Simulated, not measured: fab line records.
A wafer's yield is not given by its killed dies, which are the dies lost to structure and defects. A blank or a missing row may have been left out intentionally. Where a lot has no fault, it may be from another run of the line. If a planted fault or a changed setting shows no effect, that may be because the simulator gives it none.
fab line records	flow nand-harc	part 1 of 2: steps 1 to 4 of 6
[record] lots = 17	wafers = 51	last-day = 24
route steps=1159 shown A_SLIT@793 A_WL_FILL@824 A_CONTACT@861
lots that met no fault: from a run of the same line without faults
start-h: hours from the record's opening day to when the first of the lot's shown wafers began	wait-h: how many hours have passed since the lot's step before this one	" the same as in the row above	L1.1+2: a single row standing in for several wafers	- either no value or no given start	* or withheld: withheld	< > ~ a bound
route shown NAME@n: NAME is a module with steps in the file, n the number in the route of the first one	usual: average and standard deviation across the fault-free wafers	same: alike in all rows	chamber/n: place in a boat	sites: per-site readings	_std_site: the values' standard deviation	_edge_site: outer sites' mean less inner sites'	radius-mm: how far each site lies from the wafer's centre	mask NAME#n: copy n	behind: the tool/chamber that last shaped the wafer	hold: cause of the lot's hold/its duration in hours/its outcome	device: whichever transistor did not switch (one of n, p or np)	end of line: the tests these same wafers got at the end of their route	a step given without rows: its recipe and nothing more	killed: at the first sort, the dies lost to defects and structure; wafer yield is something else	map: the dies of a wafer, with x for killed, . for not killed, _ for no die there
set.NAME: the run value of the setting; set.NAME@STEP: its run value at that earlier step	model.NAME: the simulator's own value behind a step, which no gauge read
steps of the route over a sample of lots; a table a step, a row a wafer
services: when a tool's chamber went out of use (start-h, in hours from the record's first day, below 0 if earlier), for how many hours, and the reason
[[steps]]
[step NHARC_A_SLIT_DESCUM_14]
[recipe] time-s = 3	o2-flow-sccm = 200	ar-flow-sccm = 0	bias-power-w = 0	chemistry = O2
[usual] chamber-pressure-mTorr = 60.00/0.053	drypump-motor-current-A = 5.7/0.37	o2-flow-sccm = 200.0/0.59	oes-product-au = 1.003/0.0096	rf-vpp-V = 57.6/0.99	showerhead-plenum-p-Torr = 1.89/0.07	throttle-valve-pct = 11.311/0.0087
lot.wafer	tool	chamber	start-h	wait-h	chamber-pressure-mTorr	drypump-motor-current-A	o2-flow-sccm	oes-product-au	rf-hours-counter-h	rf-vpp-V	showerhead-plenum-p-Torr	throttle-valve-pct
L074.1	rie-diel-03	2	330.85	0.1	60.05	6.0	200.0	0.995	8	58.0	1.84	11.320
L074.4	"	3	"	"	60.10	5.5	199.7	1.012	8	58.1	2.03	11.302
L074.6	"	3	"	"	60.04	5.5	199.9	1.017	-	57.9	2.03	11.300
L076.1	rie-diel-07	0	331.00	0.1	59.98	6.0	199.7	1.009	7	58.5	1.88	11.325
L076.3	"	2	"	"	60.00	5.2	199.7	0.994	6	57.3	1.85	11.309
L076.5	"	1	"	"	60.01	6.0	200.5	1.011	-	56.3	1.81	11.313
L075.4	rie-diel-03	1	332.46	0.1	60.01	6.2	199.3	1.022	8	60.9	1.98	11.307
L075.1	"	3	"	"	60.05	5.6	199.7	1.021	8	58.8	2.03	11.304
L075.2	"	0	"	"	60.13	5.9	199.4	1.013	7	57.7	1.90	11.313
L078.2	rie-diel-03	2	335.84	0.1	60.07	6.0	200.8	0.995	9	57.1	1.84	11.304
L078.4	"	0	"	"	60.02	5.9	201.1	0.992	8	58.3	1.90	11.317
L078.5	"	1	"	"	60.06	6.2	199.0	1.003	-	58.8	1.98	11.331
L079.3	rie-diel-05	1	335.99	0.1	59.94	5.1	200.5	1.008	12	55.4	1.79	11.323
L079.5	"	1	"	"	59.99	5.1	200.4	1.015	-	57.1	1.79	11.288
L079.6	"	2	"	"	59.94	5.8	199.9	1.002	-	57.5	1.86	11.310
L077.3	rie-diel-03	1	343.26	0.1	60.00	6.1	198.4	1.016	9	58.6	1.98	11.316
L077.5	"	1	"	"	60.04	6.2	199.2	1.006	-	58.1	1.98	11.305
L077.6	"	2	"	"	60.01	6.0	199.9	1.001	-	56.9	1.84	11.314
L080.3	rie-diel-03	2	359.39	0.1	59.95	6.0	199.5	1.001	10	56.7	1.84	11.306
L080.1	"	3	"	"	59.94	5.5	200.6	1.014	10	58.2	2.03	11.315
L080.5	"	0	"	"	60.05	5.9	200.7	1.018	-	58.9	1.90	11.302
L081.2	rie-diel-07	2	360.48	0.1	60.04	5.2	200.2	0.998	8	56.5	1.85	11.321
L081.3	"	3	"	"	59.90	5.0	199.3	0.986	8	57.4	1.94	11.307
L081.5	"	1	"	"	60.06	6.0	200.1	1.000	-	57.1	1.81	11.313
L082.1	rie-diel-03	3	370.53	0.1	59.97	5.5	201.2	1.018	12	58.2	2.03	11.307
L082.4	"	2	"	"	60.07	6.0	200.5	0.982	11	57.1	1.83	11.299
L082.5	"	0	"	"	59.97	5.8	199.6	1.001	-	59.7	1.90	11.320
L084.2	rie-diel-03	0	375.49	0.1	59.99	5.9	200.3	1.011	12	56.1	1.90	11.296
L084.4	"	1	"	"	60.06	6.2	200.0	1.005	12	57.7	1.98	11.300
L084.6	"	0	"	"	59.95	5.8	200.7	1.008	-	58.8	1.90	11.311
L086.2	rie-diel-07	1	394.11	0.1	60.13	6.0	200.2	1.009	9	56.9	1.81	11.314
L086.4	"	0	"	"	60.02	6.0	199.3	1.002	-	57.5	1.88	11.327
L086.6	"	1	"	"	60.02	6.1	200.4	1.004	-	57.9	1.81	11.305
L088.1	rie-diel-05	3	403.12	0.1	59.96	5.9	200.1	1.002	5	58.9	1.85	11.295
L088.6	"	0	"	"	59.98	5.4	200.0	1.002	-	58.1	1.93	11.321
L088.5	"	1	"	"	59.94	5.0	200.1	1.008	-	56.1	1.79	11.312
L090.3	rie-diel-05	1	417.16	0.1	59.93	5.1	200.9	1.007	5	54.5	1.79	11.303
L090.4	"	0	"	"	59.92	5.5	200.2	0.992	4	59.0	1.93	11.313
L090.6	"	2	"	"	60.07	5.8	200.2	1.002	-	57.4	1.86	11.317
L091.1	rie-diel-07	3	418.26	0.1	59.96	5.1	200.5	1.008	0	59.1	1.94	11.307
L091.2	"	1	"	"	59.99	6.0	200.5	1.009	0	56.5	1.81	11.326
L091.3	"	2	"	"	59.95	5.2	199.5	0.999	0	57.5	1.85	11.317
L095.2	rie-diel-05	2	435.45	0.1	59.93	5.8	199.6	0.999	7	57.5	1.86	11.309
L095.6	"	3	"	"	60.07	5.9	200.5	0.985	-	58.0	1.84	11.293
L095.5	"	0	"	"	59.94	5.4	200.5	0.986	-	58.3	1.93	11.303
L096.3	rie-diel-03	2	448.59	0.1	59.93	6.0	200.5	1.004	3	57.4	1.83	11.313
L096.6	"	3	"	"	60.05	5.6	199.4	0.993	-	58.1	2.03	11.311
L096.5	"	2	"	"	60.02	6.0	199.6	0.996	-	57.4	1.83	11.316
L097.4	rie-diel-03	2	459.97	0.1	60.03	6.0	200.4	1.010	5	58.4	1.83	11.312
L097.2	"	3	"	"	60.03	5.5	198.8	1.001	5	58.6	2.03	11.310
L097.1	"	0	"	"	60.00	5.8	200.0	1.012	4	55.4	1.89	11.305
[step NHARC_A_SLIT_ETCH_26]
[recipe] bias-v = 400	source-w = 2000	pressure-mtorr = 25	time-s = 90	ar-flow-sccm = 375	c4f8-flow-sccm = 41.7	o2-flow-sccm = 83.3	target-depth-a = 4000	chemistry = C4F8/O2/Ar
[usual] chamber-pressure-mTorr = 24.998/0.021	drypump-motor-current-A = 6.0/0.32	o2-flow-sccm = 83.34/0.24	rf-fwd-power-W = 1988/6	showerhead-plenum-p-Torr = 3.72/0.079	throttle-valve-pct = 27.621/0.0094
lot.wafer	tool	chamber	start-h	wait-h	chamber-pressure-mTorr	drypump-motor-current-A	o2-flow-sccm	rf-fwd-power-W	rf-hours-counter-h	showerhead-plenum-p-Torr	throttle-valve-pct
L074.1	har-etch-02	0	335.88	1.2	24.990	6.0	83.92	1987	173	3.68	27.618
L074.4	"	0	"	"	25.011	6.0	83.42	1985	-	3.68	27.611
L074.6	"	0	"	"	24.997	6.0	83.53	1988	-	3.68	27.620
L076.1	har-etch-02	0	337.58	1.0	24.999	6.0	83.81	1981	175	3.68	27.615
L076.3	"	0	"	"	25.044	6.0	83.03	1978	-	3.68	27.636
L076.5	"	0	"	"	25.026	6.0	83.25	1984	-	3.68	27.610
L075.1	har-etch-02	0	339.22	1.2	24.994	6.0	83.01	1997	176	3.68	27.622
L075.2	"	1	"	"	25.034	6.3	83.52	1996	176	3.80	27.622
L075.4	"	1	"	"	24.986	6.3	83.47	1984	-	3.80	27.614
L078.2	har-etch-01	0	339.96	1.0	25.007	6.3	83.21	1981	9	3.83	27.624
L078.4	"	1	"	"	24.997	5.4	83.37	1988	-	3.63	27.621
L078.5	"	0	"	"	25.004	6.3	83.52	1983	-	3.83	27.609
L079.3	har-etch-02	1	340.98	0.6	24.996	6.2	83.16	1995	-	3.80	27.625
L079.6	"	0	"	"	24.961	6.0	83.30	1990	-	3.67	27.623
L079.5	"	1	"	"	24.976	6.2	82.99	1997	-	3.80	27.607
L077.3	har-etch-01	0	345.62	0.6	24.990	6.2	83.35	1981	-	3.83	27.624
L077.6	"	1	"	"	24.965	5.4	83.06	1990	-	3.63	27.626
L077.5	"	0	"	"	24.992	6.2	83.31	1988	-	3.83	27.625
L080.1	har-etch-02	1	362.96	1.2	24.994	6.2	83.66	1994	187	3.80	27.609
L080.3	"	1	"	"	24.986	6.2	83.52	1989	-	3.80	27.637
L080.5	"	1	"	"	25.004	6.2	83.25	1993	-	3.80	27.614
L081.2	har-etch-01	1	364.44	1.0	24.997	5.4	83.15	1990	16	3.63	27.629
L081.3	"	1	"	"	25.001	5.4	83.44	1983	-	3.63	27.614
L081.5	"	0	"	"	24.984	6.3	83.58	1995	-	3.83	27.606
L082.1	har-etch-01	0	374.51	1.0	24.976	6.3	83.63	1989	23	3.82	27.627
L082.4	"	0	"	"	24.962	6.3	83.84	1989	-	3.82	27.626
L082.5	"	0	"	"	24.984	6.3	83.03	1993	-	3.82	27.638
L084.2	har-etch-02	0	380.32	1.0	25.007	6.0	83.51	1986	200	3.66	27.616
L084.4	"	0	"	"	25.034	6.0	83.13	1989	-	3.66	27.620
L084.6	"	0	"	"	24.986	6.0	83.55	1986	-	3.66	27.631
L086.2	har-etch-01	0	398.17	1.2	24.963	6.3	82.93	1987	36	3.81	27.641
L086.4	"	0	"	"	25.000	6.3	83.36	1993	-	3.81	27.623
L086.6	"	1	"	"	24.990	5.4	83.49	1991	-	3.62	27.612
L088.1	har-etch-01	0	406.46	1.2	24.983	6.3	83.12	1979	42	3.81	27.595
L088.6	"	0	"	"	25.010	6.2	82.99	1983	-	3.81	27.620
L088.5	"	1	"	"	25.017	5.4	83.16	1981	-	3.61	27.627
L090.4	har-etch-02	0	419.50	0.8	24.999	6.0	83.36	1983	-	3.65	27.602
L090.3	"	1	"	"	24.985	6.3	83.30	1987	-	3.78	27.602
L090.6	"	0	"	"	24.974	6.0	83.34	1986	-	3.65	27.621
L091.2	har-etch-01	0	420.50	1.2	24.986	6.3	83.64	1990	47	3.81	27.625
L091.1	"	1	"	"	25.043	5.4	83.55	1996	47	3.61	27.621
L091.3	"	0	"	"	25.002	6.3	83.41	1999	-	3.81	27.615
L095.2	har-etch-01	0	439.03	1.2	24.985	6.2	83.49	1989	56	3.80	27.619
L095.5	"	0	"	"	24.989	6.2	83.27	2002	-	3.80	27.633
L095.6	"	1	"	"	24.981	5.4	82.94	1985	-	3.61	27.608
L096.3	har-etch-02	1	451.06	0.6	24.989	6.2	83.48	1992	-	3.77	27.620
L096.6	"	0	"	"	25.008	6.0	83.18	1981	-	3.65	27.627
L096.5	"	1	"	"	24.949	6.2	83.55	1995	-	3.77	27.633
L097.2	har-etch-02	1	462.48	1.2	25.019	6.2	83.38	1992	229	3.77	27.625
L097.1	"	0	"	"	24.966	6.0	83.62	1996	229	3.65	27.609
L097.4	"	1	"	"	24.959	6.2	83.23	1989	-	3.77	27.617
[step NHARC_A_SLIT_STRIP_18]
[recipe] o2-flow-sccm = 500	ar-flow-sccm = 0	bias-w = 0	chemistry = O2
[usual] chamber-pressure-mTorr = 60.01/0.053	drypump-motor-current-A = 5.7/0.39	o2-flow-sccm = 499.9/1.4	oes-product-au = 1.000/0.0095	rf-vpp-V = 57.5/0.83	showerhead-plenum-p-Torr = 3.47/0.11	throttle-valve-pct = 17.036/0.0087
lot.wafer	tool	chamber	start-h	wait-h	chamber-pressure-mTorr	drypump-motor-current-A	o2-flow-sccm	oes-product-au	rf-hours-counter-h	rf-vpp-V	showerhead-plenum-p-Torr	throttle-valve-pct
L074.1	rie-diel-07	0	-	-	59.94	6.0	499.9	1.028	7	57.4	3.47	17.027
L074.4	"	2	"	"	60.00	5.2	501.8	0.998	7	57.9	3.41	17.042
L074.6	"	3	"	"	59.92	5.1	501.5	0.995	-	56.8	3.57	17.034
L076.1	rie-diel-05	0	-	-	60.01	5.4	500.5	0.999	13	57.2	3.56	17.036
L076.3	"	2	"	"	59.98	5.8	500.1	1.003	14	57.3	3.44	17.042
L076.5	"	2	"	"	60.04	5.8	498.3	0.994	-	57.3	3.44	17.046
L075.4	rie-diel-07	2	-	-	59.93	5.2	499.7	1.002	7	57.7	3.41	17.044
L075.1	"	3	"	"	59.94	5.1	501.0	1.003	7	56.3	3.57	17.036
L075.2	"	0	"	"	60.12	6.1	497.5	1.028	8	56.9	3.46	17.024
L078.2	rie-diel-07	3	340.62	-	60.08	5.1	499.9	0.982	7	57.4	3.57	17.024
L078.4	"	0	"	"	59.94	6.0	498.6	1.013	8	58.4	3.46	17.029
L078.5	"	3	"	"	59.94	5.1	500.1	0.998	-	57.0	3.57	17.038
L079.3	rie-diel-07	2	-	-	60.00	5.2	499.5	0.997	7	56.4	3.41	17.040
L079.5	"	3	"	"	60.10	5.1	499.8	0.996	-	57.5	3.57	17.033
L079.6	"	0	"	"	60.12	6.1	500.6	1.022	-	58.0	3.46	17.051
L077.3	rie-diel-03	1	-	-	59.94	6.2	499.8	0.999	9	58.3	3.64	17.058
L077.5	"	3	"	"	59.97	5.5	499.7	1.005	-	57.3	3.73	17.037
L077.6	"	0	"	"	60.04	5.9	499.3	0.982	-	57.4	3.50	17.032
L080.1	rie-diel-03	2	-	-	60.03	6.0	500.0	0.981	10	58.1	3.39	17.026
L080.3	"	3	"	"	59.97	5.5	503.6	1.005	11	57.7	3.73	17.039
L080.5	"	1	"	"	59.97	6.1	499.0	1.007	-	59.0	3.64	17.045
L081.2	rie-diel-03	1	-	-	59.95	6.1	499.1	1.019	11	58.8	3.64	17.037
L081.3	"	2	"	"	60.02	6.0	500.0	1.005	11	57.3	3.39	17.017
L081.5	"	1	"	"	60.06	6.2	499.3	1.006	-	58.8	3.64	17.038
L082.1	rie-diel-07	1	-	-	59.99	6.0	500.0	0.998	9	56.7	3.35	17.029
L082.4	"	2	"	"	60.05	5.2	501.8	0.989	9	58.1	3.41	17.048
L082.5	"	1	"	"	59.97	6.0	501.3	1.007	-	55.2	3.35	17.035
L084.2	rie-diel-03	3	-	-	59.96	5.6	502.0	1.017	13	58.3	3.73	17.036
L084.4	"	2	"	"	60.06	6.0	500.7	0.988	12	58.2	3.39	17.044
L084.6	"	0	"	"	60.16	5.9	496.8	1.009	-	58.8	3.50	17.022
L086.2	rie-diel-07	1	-	-	59.97	6.0	500.3	1.007	10	58.0	3.35	17.036
L086.6	"	1	"	"	60.07	6.0	499.9	1.001	-	56.3	3.35	17.043
L086.4	"	3	"	"	60.00	5.0	501.3	1.003	-	56.8	3.57	17.027
L088.1	rie-diel-05	1	-	-	59.98	5.1	497.7	1.002	5	57.7	3.31	17.029
L088.6	"	3	"	"	60.05	5.9	500.0	0.999	-	58.0	3.41	17.039
L088.5	"	0	"	"	60.06	5.4	500.1	1.000	-	58.6	3.56	17.031
L090.3	rie-diel-03	2	-	-	60.06	6.0	500.7	1.001	1	57.3	3.39	17.040
L090.4	"	3	"	"	59.99	5.5	497.7	0.990	1	59.3	3.73	17.034
L090.6	"	2	"	"	60.01	6.0	499.8	0.997	-	58.0	3.39	17.042
L091.1	rie-diel-05	3	-	-	59.99	5.9	499.6	0.982	6	57.9	3.41	17.037
L091.3	"	0	"	"	59.93	5.4	498.8	0.998	5	57.2	3.56	17.036
L091.2	"	1	"	"	59.93	5.1	497.5	1.003	5	56.5	3.31	17.037
L095.2	rie-diel-03	3	-	-	60.03	5.6	501.6	0.988	3	57.9	3.73	17.026
L095.5	"	2	"	"	60.01	6.0	498.8	0.992	-	56.4	3.39	17.049
L095.6	"	3	"	"	60.00	5.6	498.4	0.990	-	58.7	3.73	17.029
L096.3	rie-diel-05	3	-	-	59.93	5.9	498.9	0.996	9	56.5	3.41	17.053
L096.6	"	2	"	"	60.04	5.8	499.1	1.000	-	57.5	3.44	17.020
L096.5	"	3	"	"	60.01	5.9	498.8	0.993	-	58.2	3.41	17.037
L097.4	rie-diel-05	1	-	-	59.91	5.1	499.4	1.012	8	56.0	3.31	17.028
L097.2	"	3	"	"	60.05	5.9	498.1	0.995	9	57.0	3.41	17.032
L097.1	"	0	"	"	60.05	5.4	499.1	0.992	8	58.6	3.55	17.051
[step NHARC_A_SLIT_CD_MEAS_21]
[usual] cd-nm = 289.8/1
lot.wafer	tool	chamber	start-h	wait-h	cd-nm
L074.1	cd-sem-01	-	337.03	-	289.8
L074.4	"	-	"	"	290.7
L074.6	"	-	"	"	289.1
L076.1	cd-sem-02	-	338.78	-	290.2
L076.3	"	-	"	"	290.3
L076.5	"	-	"	"	290.1
L075.1	cd-sem-02	-	340.38	-	290.1
L075.2	"	-	"	"	290.7
L075.4	"	-	"	"	291.2
L078.2	cd-sem-03	-	341.07	-	290.0
L078.4	"	-	"	"	289.3
L078.5	"	-	"	"	290.1
L079.3	cd-sem-01	-	342.04	-	291.1
L079.5	"	-	"	"	290.1
L079.6	"	-	"	"	291.0
L077.3	cd-sem-01	-	346.68	-	289.9
L077.5	"	-	"	"	289.1
L077.6	"	-	"	"	291.6
L080.1	cd-sem-02	-	364.11	-	289.9
L080.3	"	-	"	"	289.0
L080.5	"	-	"	"	289.5
L081.2	cd-sem-01	-	365.57	-	289.6
L081.3	"	-	"	"	290.3
L081.5	"	-	"	"	289.7
L082.1	cd-sem-03	-	375.62	-	289.2
L082.4	"	-	"	"	288.9
L082.5	"	-	"	"	290.3
L084.2	cd-sem-01	-	381.44	-	289.7
L084.4	"	-	"	"	290.7
L084.6	"	-	"	"	291.4
L086.2	cd-sem-03	-	399.41	-	289.8
L086.4	"	-	"	"	289.1
L086.6	"	-	"	"	291.3
L088.1	cd-sem-02	-	407.65	-	290.2
L088.5	"	-	"	"	291.2
L088.6	"	-	"	"	290.8
L090.3	cd-sem-01	-	420.59	-	289.1
L090.4	"	-	"	"	288.9
L090.6	"	-	"	"	289.2
L091.1	cd-sem-02	-	421.65	-	290.3
L091.2	"	-	"	"	289.3
L091.3	"	-	"	"	289.5
L095.2	cd-sem-03	-	440.18	-	286.8
L095.5	"	-	"	"	288.2
L095.6	"	-	"	"	287.1
L096.3	cd-sem-02	-	452.12	-	288.6
L096.5	"	-	"	"	288.5
L096.6	"	-	"	"	290.2
L097.1	cd-sem-02	-	463.62	-	288.3
L097.2	"	-	"	"	287.4
L097.4	"	-	"	"	287.6
